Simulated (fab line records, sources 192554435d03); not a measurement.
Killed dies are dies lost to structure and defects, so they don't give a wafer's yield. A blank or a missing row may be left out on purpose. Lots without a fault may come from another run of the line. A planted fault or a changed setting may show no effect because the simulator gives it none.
fab line records | flow n5_finfet
record lots=4 wafers=12 last_day=17
route steps=1938 shown SD_EPI_N@276 SD_EPI_P@295 SD_ACTIVATION@332 BEOL_M4@1111 PASSIVATION@1936
lots that met no fault: from a run of the same line without faults
start_h: hours from the record's first day to the start of the lot's first wafer shown | wait_h: hours since the lot's step before | " the same as in the row above | L1.1+2: a row that stands for several wafers | - no value, or no start given | * or withheld: withheld | < > ~ a bound
route shown NAME@n: a module of which the file shows steps, and the number in the route of the first | usual: mean/standard deviation of fault-free wafers | same: alike in all rows | chamber/n: place in a boat | sites: the reading at each site | _std_site: their standard deviation | _edge_site: outer sites' mean less inner sites' | radius_mm: how far each site lies from the wafer's centre | mask NAME#n: copy n | behind: the tool/chamber that last shaped the wafer | hold: why the lot was held/for how many hours/how that ended | device: the transistor (n, p or np) that didn't switch | end of line: the same wafers' tests at the end of the route | a step without rows: its recipe alone | killed: dies lost to structure and defects at the first sort, not the wafer's yield | map: a wafer's dies, x killed, . not, _ none there
set.NAME: the setting as run; set.NAME@STEP: as run at that earlier step | model.NAME: the simulator's own value behind a step, which no gauge read
lots at some steps of the route; a table a step, a row a wafer
## steps
# step N5_SD_EPI_N_STRIP_36
# recipe chemistry=N2/H2 temp_c=40 n2_flow_sccm=200 h2_flow_sccm=200 rf_frequency_hz=6e+07
# step N5_SD_EPI_N_ETCHBACK_44
# recipe chemistry=CH3F/O2 mode=anisotropic_etchback target=SiNx target_depth_a=145 stop_on=SiO2 over_etch_frac=0.3 ion_energy_ev=120 pressure_mtorr=30 source_w=395 bias_w=73 Ar_flow_sccm=150 CH3F_flow_sccm=30 O2_flow_sccm=20
# step N5_SD_EPI_N_ETCH_45
# recipe chemistry=CH3F/O2 target=SiOCN target_depth_a=60 mask_material=SOC ion_energy_ev=60 bias_w=29 pressure_mtorr=15 source_w=410 Ar_flow_sccm=150 CH3F_flow_sccm=30 O2_flow_sccm=20
# step N5_SD_EPI_N_ETCH_16
# recipe chemistry=CHF3/O2 target=SiO2 target_depth_a=50 mask_material=SOC pressure_mtorr=30 source_w=650 bias_w=170 Ar_flow_sccm=200 CHF3_flow_sccm=50 O2_flow_sccm=5 ion_energy_ev=200
# step N5_SD_EPI_N_STRIP_47
# recipe chemistry=CHF3/O2 resist=SiARC rf_frequency_hz=6e+07
# step N5_SD_EPI_N_SD_RECESS_17
# recipe chemistry=HBr/Cl2/O2 target_depth_a=410 mask_material=SOC time_s=23.7 bt_time_s=3 pressure_mtorr=10 icp_w=800 bias_w=112 HBr_flow_sccm=150 Cl2_flow_sccm=80 O2_flow_sccm=12
# step N5_SD_EPI_N_STRIP_38
# recipe chemistry=N2/H2 power_w=1000 temp_c=250 h2_frac=0.65 overash_fraction=0.3 pressure_mtorr=withheld n2_flow_sccm=1750 h2_flow_sccm=3250
# step N5_SD_EPI_N_WET_ETCH_43
# recipe chemistry=dHF dilution=withheld time_s=14 target=SiO2 target_depth_a=15 temp_c=25
# step N5_SD_EPI_N_STRIP_18
# recipe chemistry=SPM time_s=750 temp_c=130 h2so4_h2o2_vol_ratio=4
# step N5_SD_EPI_N_SRD_20
# recipe dry=ipa_marangoni do_ppb=5 time_s=30 temp_c=23 rinse_liquid=diw
# step N5_SD_EPI_N_PRECLEAN_48
# recipe chemistry=NF3:NH3 afs_cycles=2 temp_c=30 time_s=20 sublimation_temp_c=180 sublimation_time_s=60 pressure_torr=3 rf_power_w=30
# step N5_SD_EPI_N_VAPOR_ETCH_50
# recipe chemistry=HCl target=Si temp_c=775 time_s=54 pressure_torr=20 mode=isotropic
# step N5_SD_EPI_N_EPI_21
# recipe material=Si:P dopant=P temp_c=680 pressure_torr=255 time_s=690
# usual chamber_pressure_Torr=255.0/0.53 epi_growth_time_s=690/0
# columns lot.wafer tool chamber start_h wait_h chamber_pressure_Torr epi_growth_time_s model.Si-P_of_SD_EPI_N_EPI_21.thk_nm
L481.2 epi_rpcvd-01 0 93.19 0.5 254.6 690 59.4
L481.3 " 0 " " 255.0 690 58.8
L481.5 " 0 " " 255.4 690 59
L487.1 epi_rpcvd-01 0 136.39 0.1 255.3 690 58.6
L487.4 " 0 " " 255.6 763.67 63.4
L487.6 " 0 " " 255.7 690 59.4
L489.3 epi_rpcvd-01 0 144.35 0.7 254.8 690 58.6
L489.4 " 0 " " 256.4 763.67 63.6
L489.6 " 0 " " 254.4 690 59.6
L494.1 epi_rpcvd-02 0 173.65 0.1 254.4 690 58.8
L494.3 " 0 " " 255.1 690 58
L494.6 " 0 " " 254.7 690 58.8
# step N5_SD_EPI_N_EPI_MEAS_23
# recipe mode=xrd
# usual thk_nm=59.1/1.1
# columns lot.wafer tool chamber start_h wait_h thk_nm
L481.2 film_metro-02 - 95.09 1.5 57.9
L481.3 " - " " 59.1
L481.5 " - " " 59.5
L487.1 film_metro-02 - 138.10 1.4 60.0
L487.4 " - " " 63.3
L487.6 " - " " 58.5
L489.3 film_metro-01 - 145.51 0.9 59.3
L489.4 " - " " 65.6
L489.6 " - " " 59.6
L494.1 film_metro-02 - 175.36 1.4 59.0
L494.3 " - " " 57.1
L494.6 " - " " 59.5
# step N5_SD_EPI_N_PRECLEAN_24
# recipe chemistry=O3/DIW time_s=60 temp_c=22 o3_ppm=10
# step N5_SD_EPI_N_SRD_25
# recipe time_s=30 temp_c=23 rinse_liquid=diw dry=ipa_marangoni
# step N5_SD_EPI_N_PRECLEAN_49
# recipe chemistry=NF3:NH3 afs_cycles=1 temp_c=30 time_s=20 sublimation_temp_c=180 sublimation_time_s=60 pressure_torr=3 rf_power_w=30
# step N5_SD_EPI_N_LINER_46
# recipe material=SiNx target_thk_a=30 temp_c=400 ald_precursor_family=SiH2I2 ald_co_reactant=N2/H2-plasma pressure_torr=2
# step N5_SD_EPI_P_COAT_34
# recipe resist=SOC temp_c=250 time_s=60 spin_rpm=1500 resist_thk_nm=350
# step N5_SD_EPI_P_COAT_35
# recipe resist=SiARC temp_c=220 time_s=60 spin_rpm=1500 resist_thk_nm=35
# step N5_SD_EPI_P_COAT_03
# recipe resist=CAR-ArF-block spin_rpm=1500 resist_thk_nm=150
# step N5_SD_EPI_P_EBR_05
# recipe solvent=PGMEA ebr_width_mm=1.5
# step N5_SD_EPI_P_SOFTBAKE_04
# recipe temp_c=110 time_s=60 resist=CAR-ArF-block
# step N5_SD_EPI_P_EXPOSE_06
# recipe mask_id=SD_P_BLK na=1.35 source_shape=conventional sigma_outer=0.8 polarization=unpolarized target_cd_nm=240 dose_mj=39.5
# step N5_SD_EPI_P_PEB_07
# recipe peb_temp_c=110 peb_time_s=60 resist=CAR-ArF-block
# step N5_SD_EPI_P_DEVELOP_08
# recipe develop_time_s=30 developer=TMAH resist=CAR-ArF-block dev_temp_c=23 rinse_liquid=diw dry=air_spin
# step N5_SD_EPI_P_DESCUM_14
# recipe chemistry=O2 time_s=7.9 source_power_w=50 bias_power_w=20 pressure_mtorr=20 rf_frequency_hz=2.712e+07 temp_c=40 resist=CAR-ArF-block o2_flow_sccm=225
# step N5_SD_EPI_P_ETCH_36
# recipe chemistry=CF4 target=SiARC target_depth_a=455 mask_material=CAR-ArF-block time_s=75.8 ion_energy_ev=80 pressure_mtorr=40 source_w=545 bias_w=36 Ar_flow_sccm=100 cf4_flow_sccm=100 ends=cleared
# step N5_SD_EPI_P_ETCH_37
# recipe chemistry=N2/H2 target=SOC overetch_a=1080 mask_material=SiARC temp_c=40 ion_energy_ev=100 source_w=3000 bias_w=133 pressure_mtorr=20 time_s=486 n2_flow_sccm=200 h2_flow_sccm=200 ends=end_point
# step N5_SD_EPI_P_STRIP_38
# recipe chemistry=N2/H2 temp_c=40 n2_flow_sccm=200 h2_flow_sccm=200 rf_frequency_hz=6e+07
# step N5_SD_EPI_P_ETCHBACK_46
# recipe chemistry=CH3F/O2 mode=anisotropic_etchback target=SiNx target_depth_a=175 stop_on=SiO2 over_etch_frac=0.3 ion_energy_ev=120 pressure_mtorr=30 source_w=395 bias_w=73 Ar_flow_sccm=150 CH3F_flow_sccm=30 O2_flow_sccm=20
# step N5_SD_EPI_P_ETCH_47
# recipe chemistry=CH3F/O2 target=SiOCN target_depth_a=250 mask_material=SOC ion_energy_ev=60 bias_w=29 pressure_mtorr=30 source_w=410 Ar_flow_sccm=150 CH3F_flow_sccm=30 O2_flow_sccm=20
# step N5_SD_EPI_P_ETCH_16
# recipe chemistry=CHF3/O2 target=SiO2 target_depth_a=50 mask_material=SOC pressure_mtorr=30 source_w=650 bias_w=170 Ar_flow_sccm=200 CHF3_flow_sccm=50 O2_flow_sccm=5 ion_energy_ev=200
# step N5_SD_EPI_P_STRIP_50
# recipe chemistry=CHF3/O2 resist=SiARC rf_frequency_hz=6e+07
# step N5_SD_EPI_P_SD_RECESS_17
# recipe chemistry=HBr/Cl2/O2 target_depth_a=391 bt_time_s=3 pressure_mtorr=10 icp_w=800 bias_w=112 HBr_flow_sccm=150 Cl2_flow_sccm=80 O2_flow_sccm=12
# step N5_SD_EPI_P_WET_ETCH_45
# recipe chemistry=dHF dilution=withheld time_s=10.7 target=SiO2 target_depth_a=20 temp_c=25 dry=ipa_marangoni rinse_time_s=30 rinse_temp_c=23
# step N5_SD_EPI_P_STRIP_40
# recipe chemistry=N2/H2 power_w=1000 temp_c=250 h2_frac=0.65 overash_fraction=0.3 pressure_mtorr=withheld n2_flow_sccm=1750 h2_flow_sccm=3250
# step N5_SD_EPI_P_PRECLEAN_52
# recipe chemistry=O3/DIW time_s=60 temp_c=22 o3_ppm=10
# step N5_SD_EPI_P_PRECLEAN_24
# recipe chemistry=O3/DIW time_s=45 temp_c=22 o3_ppm=10
# columns lot.wafer tool chamber start_h wait_h model.Si-P_of_SD_EPI_N_EPI_21.thk_nm
L481.2 wet_bench-06 2 99.93 0.0 58.6
L481.3 " 3 " " 58
L481.5 " 7 " " 58.2
L487.1 wet_bench-04 0 143.29 0.0 57.8
L487.4 " 6 " " 62.4
L487.6 " 7 " " 58.6
L489.3 wet_bench-01 6 150.47 0.0 57.8
L489.4 " 0 " " 62.8
L489.6 " 4 " " 58.8
L494.1+6 wet_bench-04 3,0 180.06 0.0 58
L494.3 " 2 " " 57.2
# step N5_SD_ACTIVATION_RS_MEAS_03
# recipe thk_meas_gauge=four-point-probe
# usual RS_SD_N=21.94/0.29 RS_SD_P=56.0/0.98
# columns lot.wafer tool chamber start_h wait_h RS_SD_N[ohm/sq] RS_SD_P[ohm/sq]
L481.2 film_metro-01 - 100.45 0.2 21.72 54.0
L481.3 " - " " 22.10 54.1
L481.5 " - " " 21.80 54.6
L487.1 film_metro-02 - 143.79 0.2 22.01 55.4
L487.4 " - " " 20.53 55.6
L487.6 " - " " 21.95 55.3
L489.3 film_metro-01 - 151.05 0.2 22.23 57.4
L489.4 " - " " 20.35 56.4
L489.6 " - " " 21.59 56.2
L494.1 film_metro-01 - 180.56 0.2 21.89 54.7
L494.3 " - " " 22.38 54.6
L494.6 " - " " 21.96 54.1
# step N5_BEOL_M4_RC_MEAS_101
# usual DIBL_N=36.2/1.6 DIBL_P=36.1/2 IOFF_N=0.16/0.032 IOFF_P=0.22/0.036 ION_N=672/11 ION_P=463/7.5 RS_SD_N=28.4/0.4 SS_N=71.4/0.58 SS_P=73.2/0.67 VT_N=250/3.3 VT_P=-250/3.3
# columns lot.wafer tool chamber start_h wait_h DIBL_N[mV/V] DIBL_P[mV/V] IOFF_N[nA/um] IOFF_P[nA/um] ION_N[uA/um] ION_P[uA/um] RS_SD_N[ohm/sq] SS_N[mV/dec] SS_P[mV/dec] VT_N[mV] VT_P[mV]
L481.2 prober-02 0 213.60 0.2 34.2 35.1 0.14 0.18 670 456 28.0 70.9 73.0 251 -256
L481.3 " 0 " " 35.7 36.1 0.17 0.19 671 453 28.3 71.5 73.5 248 -253
L481.5 " 0 " " 34.4 34.1 0.13 0.17 661 449 28.3 71.0 73.1 253 -258
L487.1 prober-02 0 253.54 0.0 35.8 37.1 0.16 0.21 677 466 28.7 71.4 73.5 250 -248
L487.4 " 0 " " 36.6 38.8 0.20 0.25 686 470 26.5 71.9 74.4 243 -250
L487.6 " 0 " " 35.6 36.5 0.16 0.21 676 459 28.2 71.0 73.3 249 -250
L489.3 prober-02 0 270.54 0.3 38.1 39.2 0.21 0.26 676 460 28.5 71.8 74.0 244 -247
L489.4 " 0 " " 38.1 38.5 0.20 0.26 686 460 26.2 72.0 73.7 248 -246
L489.6 " 0 " " 38.0 38.3 0.22 0.26 690 469 28.4 71.6 74.0 242 -244
L494.1 prober-02 0 305.07 0.0 39.0 37.3 0.18 0.24 677 469 28.7 70.9 73.5 249 -248
L494.3 " 0 " " 35.9 33.6 0.13 0.19 650 451 29.1 70.3 72.7 251 -251
L494.6 " 0 " " 38.1 35.7 0.16 0.22 671 464 28.7 70.6 72.6 248 -248
# step N5_PASSIVATION_PROBE_49
# usual defect_limited_yield=91.4/1.3 killed_at_M0_to_M3=34/10 killed_at_M4_up=14/5.6 killed_at_contacts=13/5.9 killed_at_front_end=37/9.9 killed_at_other=3.5/2.8 killed_dies=101/15 killed_open=67/12 killed_short=32/6.6 sort_bin_5_function=5.0/0.81 sort_bin_6_memory=3.2/0.66 sort_n_pass=1079/15 sort_yield_pct=91.4/1.3
# same gross_dies=1180 killed_at_back_side=0 sort_bin_4_leakage[%]=0 sort_bin_8_speed[%]=0
# columns lot.wafer tool chamber start_h wait_h defect_limited_yield[%] killed_at_M0_to_M3 killed_at_M4_up killed_at_contacts killed_at_front_end killed_at_other killed_dies killed_open killed_short sort_bin_5_function[%] sort_bin_6_memory[%] sort_n_pass sort_yield_pct[%]
L481.2 prober-01 - 316.69 0.1 92.0 24 11 12 46 1 94 65 28 4.7 3.1 1086 92.0
L481.3 prober-01 - 316.74 0.1 93.1 27 16 10 28 0 81 59 22 4.6 1.9 1099 93.1
L481.5 prober-01 - 316.84 0.2 91.4 42 22 16 21 0 101 69 32 5.2 3.3 1079 91.4
# killed by level:class
L481.2 STI_FIN_REVEAL:geometric_particle:open=18 MOL_CONTACT_COAG:geometric_particle:open=10 DUMMY_GATE:geometric_particle:open=6 BEOL_M1:geometric_particle:open=6 BEOL_M0_SAQP:geometric_particle:short=5 BEOL_M4:geometric_particle:open=5 STI_FIN_REVEAL:geometric_particle:short=4 BEOL_M0_SAQP:geometric_particle:open=4
L481.3 BEOL_M4:geometric_particle:open=12 BEOL_M1:geometric_particle:open=11 MOL_CONTACT_COAG:geometric_particle:open=8 BEOL_M1:geometric_particle:short=5 FIN_SAQP:geometric_particle:open=4 FIN_SAQP:geometric_particle:short=4 GATE_CUT:geometric_particle:open=4 BEOL_M2:geometric_particle:open=4
L481.5 BEOL_M4:geometric_particle:open=18 MOL_CONTACT_COAG:geometric_particle:open=10 BEOL_M1:geometric_particle:open=10 BEOL_M0_SAQP:geometric_particle:short=7 BEOL_M1:geometric_particle:short=7 MOL_CONTACT_COAG:geometric_particle:short=6 BEOL_M2:geometric_particle:open=6 GATE_CUT:geometric_particle:short=5
## key
first_sign step=N5_SD_EPI_N_EPI_21 reading=epi_growth_time_s direction=up sigmas=99+ usual=* struck=*
effect step=N5_SD_EPI_N_EPI_MEAS_23 reading=thk_nm direction=up sigmas=4.7 usual=* struck=*
effect step=N5_SD_ACTIVATION_RS_MEAS_03 reading=RS_SD_N direction=down sigmas=5.1 usual=21.94 struck=20.44
effect step=N5_BEOL_M4_RC_MEAS_101 reading=RS_SD_N direction=down sigmas=5.3 usual=28.4 struck=26.3
model_effect step=N5_SD_EPI_N_EPI_21 value=Si-P_of_SD_EPI_N_EPI_21.thk_nm without=59.2 struck=63.5
model_effect step=N5_SD_EPI_P_PRECLEAN_24 value=Si-P_of_SD_EPI_N_EPI_21.thk_nm without=58.3 struck=62.6
met_at N5_SD_EPI_N_EPI_21
struck_wafers L487.4,L489.4
onset_between 93.19 136.39
fault kind=process_parameter_drift tool=epi_rpcvd-01 chamber=- onset_h=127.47 steps=N5_SD_EPI_N_EPI_21 channel=epi_growth_time_s offset=* shape=step end_h=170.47 scope=struck_wafers_only acts_in=* stated=*
